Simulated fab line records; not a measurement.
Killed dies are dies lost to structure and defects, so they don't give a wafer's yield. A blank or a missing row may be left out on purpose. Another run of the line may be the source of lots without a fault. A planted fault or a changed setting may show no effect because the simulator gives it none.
A lot that was struck, set against a sound lot | flow n5Finfet | 14 out of 1938 route steps
Sound: wafers L303.2, L303.3, L303.5. Struck: wafer L294.2. (L294.3 of the same lot was not struck and is left out.) The cause comes at the end.
Order at every step that has rows: each side's tool, ch and its chambers, its first start. Under that, the readings that differ: sound wafers | struck wafers | difference of the means | sigmas: that difference in standard deviations of wafers without a fault.
alike: same words and numbers on both sides, and readings whose means sit less than 2 such deviations apart. not compared: any withheld reading, any reading some wafer has no value for, any bound like >300 that may hide the same value, and any number with overlapping values for which the record gives no deviation.
Wherever a step has rows on one side only, a row that says differs or no value, or a row with sigmas, the two part there. Numbers that don't overlap but have no deviation are shown without sigmas and don't part them. A reading missing from all wafers of one side parts the sides only when that side holds two or more wafers.

N5_HKMG_FIN_ALD_72: deposits W, target thk 2 nm, pulse time 1 s, purge time 2 s.
  sound on cvdW-01 ch 0,1, day 9 05:19; struck on cvdW-01 ch 0, day 6 21:52
  alike: heaterPowerW, precursorPulseHeightRel
N5_HKMG_FIN_W_FILL_22: material W, target thk 60 nm, time 18.2 s.
  sound on cvdW-01 ch 0,1, day 9 05:23; struck on cvdW-01 ch 0, day 6 21:56
  alike: heaterPowerW, throttleValvePct
then, 2 steps without rows for these wafers: N5_HKMG_FIN_PRECLEAN_83 (cleans in DIW, time 57.5 s); N5_HKMG_FIN_SRD_84 (dry time 32 s).
N5_HKMG_FIN_CMP_23: polishes, stops on SiNx, t overpolish 10 s, target thk 46.326 nm.
  sound on cmp-02 ch 0,2,3, day 9 05:29; struck on cmp-02 ch 1, day 6 22:02
reading                   | sound             | struck | difference | sigmas
retainingRingPressureFrac | 0.997 0.997 1.001 | 0.985  | -0.013     | -3
timeToEndpointS (s)       | 12.9 9.2 11.0     | 14.6   | +3.6       | +2
  alike: motorCurrentA, overpolishRunS
N5_HKMG_FIN_CMP_94: polishes, stops on SiNx, t overpolish 4.7 s, target thk 43.299 nm.
  sound on cmp-02 ch 0,2,3, day 9 05:58; struck on cmp-02 ch 1, day 6 22:31
reading                   | sound             | struck | difference | sigmas
retainingRingPressureFrac | 0.999 1.010 0.994 | 0.991  | -0.010     | -2
  alike: motorCurrentA
N5_HKMG_FIN_INSPECT_28: inspects for defects (darkfield).
  sound on defectInspect-02 at day 9 06:12; struck on defectInspect-02 at day 6 22:45
  alike: rawDefectCount
then, 3 steps without rows for these wafers: N5_GATE_CUT_ETCHBACK_00 (etches W in SF6/Cl2); N5_GATE_CUT_ETCH_56 (etches TiN in Cl2/Ar, target depth 21.6 nm); N5_GATE_CUT_ETCHBACK_30 (etches TiN in Cl2/Ar, target depth 3 nm).
N5_GATE_CUT_VAPOR_ETCH_60: etches HfO2 in BCl3/Cl2.
  sound on rieMetal-02 ch 0,1, day 9 06:29; struck on rieMetal-02 ch 0, day 6 23:02
  alike: drypumpMotorCurrentA, oesProductAu
N5_GATE_CUT_ETCH_58: etches SiNx in CH3F/O2, target depth 17 nm, time 128.6 s.
  sound on rieDiel-04 ch 0,1,2, day 9 06:32; struck on rieDiel-02 ch 0, day 6 23:05
reading                             | sound             | struck | difference | sigmas
CH3F_flow_sccm (sccm)               | 30.00 30.04 29.87 | 30.19  | +0.22      | +2
oesProductAu (a.u.)                 | 0.72 0.76 0.76    | 0.62   | -0.13      | -3
model.etch.depthNm (nm)             | 16.87 17.08 17.18 | 13.47  | -3.57      | 
model.SiNx_of_SDB_ALD_29.thkNm (nm) | 24.6 24.6 24.6    | 25.2   | +0.6       | 
  alike: biasW, drypumpMotorCurrentA, mfcArSccm, rfVppV, showerheadPlenumPTorr, throttleValvePct
  not compared: rfHoursCounterH
then, 1 step without rows for these wafers: N5_GATE_CUT_STRIP_59 (strips in N2/H2, time 20 s).
-- a jump in the record: the struck wafers' starts before and after are 5 days apart (it breaks off in module GATE_CUT and resumes in module BEOL_M4, where the first step shown is number 1111 of the route) --
N5_BEOL_M4_RC_MEAS_101:
  sound on prober-02 ch 0, day 13 12:44; struck on prober-02 ch 0, day 11 11:22
reading        | sound             | struck | difference | sigmas
DIBL_N (mV/V)  | 35.4 35.1 35.0    | 38.1   | +2.9       | +2
IOFF_N (nA/um) | 0.135 0.133 0.129 | 0.183  | +0.051     | +3
ION_N (uA/um)  | 657 666 663       | 686    | +24        | +2
  alike: DIBL_P, IOFF_P, ION_P, SS_N, SS_P, VT_N, VT_P

== WHERE THEY PART ==
Earliest at N5_HKMG_FIN_CMP_23; latest, in this record, at N5_BEOL_M4_RC_MEAS_101.

WHY: what the simulator had put in
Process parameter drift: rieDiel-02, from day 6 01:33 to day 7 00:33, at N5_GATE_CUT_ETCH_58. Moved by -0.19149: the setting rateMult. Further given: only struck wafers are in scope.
